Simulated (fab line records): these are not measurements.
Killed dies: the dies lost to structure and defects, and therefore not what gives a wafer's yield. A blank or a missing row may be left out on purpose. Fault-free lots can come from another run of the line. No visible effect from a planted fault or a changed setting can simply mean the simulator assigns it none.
Chamber matching    flow n5Finfet    N5_GATE_CUT_PECVD_57 on pecvd-02: 3 sister chambers
The step deposits SiNx from SiH4/NH3/N2, target thk 21 nm. 18 wafers are shown with their chamber, then 9 later ones without.

## EACH WAFER AND ITS CHAMBER
wafer   chamber  throttleValvePct (%)  showerheadPlenumPTorr (Torr)  heaterPowerW (W)
L077.2  2        35.7                  5.09                          731
L077.5  2        35.9                  5.11                          712
L077.6  0        40.8                  5.11                          841
L079.1  0        41.1                  5.10                          796
L079.2  1        38.9                  5.28                          644
L079.5  2        35.9                  5.11                          646
L080.2  1        38.9                  5.25                          555
L080.3  0        41.1                  5.11                          836
L080.4  0        41.3                  5.09                          835
L088.1  0        41.5                  5.10                          907
L088.2  2        36.2                  5.10                          687
L088.4  2        36.3                  5.10                          653
L090.2  1        39.4                  5.24                          632
L090.3  0        41.6                  5.09                          934
L090.4  0        41.5                  5.09                          928
L091.3  2        36.3                  5.09                          639
L091.4  2        36.4                  5.11                          662
L091.6  1        39.1                  5.25                          626

SIGNATURES (means of the wafers above)
reading                chamber 0  chamber 1  chamber 2  scatter within a chamber
throttleValvePct       41.271     39.075     36.100     0.269
showerheadPlenumPTorr  5.0986     5.2550     5.1014     0.0112
heaterPowerW           868.14     614.25     675.71     44.6
Rule: for a wafer and a chamber, the distance is found by dividing, reading by reading, the gap between the wafer's reading and the chamber's mean by the reading's scatter, squaring, summing and taking the root. If the next closest chamber is less than 2 further off than the closest, the wafer can't be placed; otherwise it belongs to the closest. The scatter: take each reading less its chamber's mean, square it, sum over the shown wafers, divide by the number of wafers less the number of chambers, and take the root.

## WAFERS WITHOUT THEIR CHAMBER
wafer   throttleValvePct (%)  showerheadPlenumPTorr (Torr)  heaterPowerW (W)
L094.2  41.8                  5.11                          795
L094.3  39.2                  5.25                          649
L094.4  39.2                  5.25                          651
L095.1  36.0                  5.10                          690
L095.4  41.6                  5.10                          910
L095.5  38.9                  5.27                          637
L096.1  41.4                  5.10                          926
L096.2  36.7                  5.10                          644
L096.6  41.7                  5.09                          758

## THE CHAMBER EACH PASSED THROUGH
wafer   from the rows above  in truth
L094.2  0                    0
L094.3  1                    1
L094.4  1                    1
L095.1  2                    2
L095.4  0                    0
L095.5  1                    1
L096.1  0                    0
L096.2  2                    2
L096.6  0                    0
Correct placement for 9 of the 9. Not placeable from these rows: 0. Number placed wrongly: 0.
